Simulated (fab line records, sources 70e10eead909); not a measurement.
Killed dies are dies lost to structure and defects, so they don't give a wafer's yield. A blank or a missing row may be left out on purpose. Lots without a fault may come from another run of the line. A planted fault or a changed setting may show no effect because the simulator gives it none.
Problem report in the 8D (eight disciplines) form, filled by code | flow nand_harc | the parts of the form that need people (team, actions taken, sign-off) are left out

1. THE PROBLEM
oes_product_au at NHARC_THIN_TSV_ETCH_36 reads a mean of 0.837 a.u. on 4 wafers of 2 lots; wafers without a fault read 1.004 a.u. with a standard deviation of 0.0085. That is -20 standard deviations from the usual mean.
The step: etches the open film in Cl2/BCl3, target depth 65 nm, time 18.571 s.
First seen on wafer L333.1, day 28 01:59, on rie_metal-03. The record holds 42 wafers of 14 lots with a number at this step. Rule for "out", or "out of limits": more than 4 standard deviations from the usual mean. The other wafers with a number count as sound.

2. WHAT IT IS AND WHAT IT IS NOT
question                    | is                             | is not
which readings at this step | oes_product_au                 | drypump_motor_current_A
which lots                  | L333, L337                     | L324, L325, L326, L338, L339, L340, L341, L342, L344, L345, L346, L347
which wafers of those lots  | L333.1, L333.6, L337.1, L337.6 | L333.4, L337.2
read on which tools         | rie_metal-03                   | rie_metal-01, rie_metal-02
when                        | from day 28 01:59              | up to then (10 sound wafers); but 28 sound wafers of L337, L338, L339, L340, L341, L342, L344, L345, L346, L347 came after

3. SUSPECTS, AND WHAT RULES EACH OUT
Counting: a tool at a process step up to the reading stays a suspect if it ran every lot that is out. Sound lots after the first of them don't rule it out here, since some wafers of a struck lot are sound.
- rie_diel-08 at NHARC_THIN_TSV_ETCHBACK_48 (etches the open film in C4F8/Ar, target depth 1028.5 nm, time 405.17 s): kept. It ran every lot that is out, first L333 (day 27 21:47).
- rie_metal-03 at NHARC_THIN_TSV_ETCH_36 (etches the open film in Cl2/BCl3, target depth 65 nm, time 18.571 s): kept. It ran every lot that is out, first L333 (day 28 01:59); its last sound lot up to then is L324 (day 24 09:13). Its own readings are out on those wafers: oes_product_au.
Left after counting: rie_diel-08 at NHARC_THIN_TSV_ETCHBACK_48, rie_metal-03 at NHARC_THIN_TSV_ETCH_36.

4. THE CAUSE (what the simulator had put in)
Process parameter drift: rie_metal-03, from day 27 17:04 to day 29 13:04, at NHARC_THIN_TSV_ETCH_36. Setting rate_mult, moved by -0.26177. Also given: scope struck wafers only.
Counting left 2 suspects, and this tool is among them.

5. THE CHAIN OF EFFECTS, in route order
Each row: a reading whose mean over the struck wafers that have a number lies more than 3 standard deviations from the usual. Only readings for which the record gives a usual standard deviation are gone through. hours: the time from each lot's start at the first step in this table that gives one to its start at this step, as a median over the lots. sigmas: the change in usual standard deviations.
hours | step                   | reading        | usual      | on struck wafers | change | sigmas
0     | NHARC_THIN_TSV_ETCH_36 | oes_product_au | 1.004 a.u. | 0.837            | -0.167 | -20
The process steps in it:
- NHARC_THIN_TSV_ETCH_36: etches the open film in Cl2/BCl3, target depth 65 nm, time 18.571 s.

6. WHAT WOULD HAVE CAUGHT IT SOONER
In this record the first reading out of limits was taken at day 28 01:59, 9 hours after the fault began at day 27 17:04.
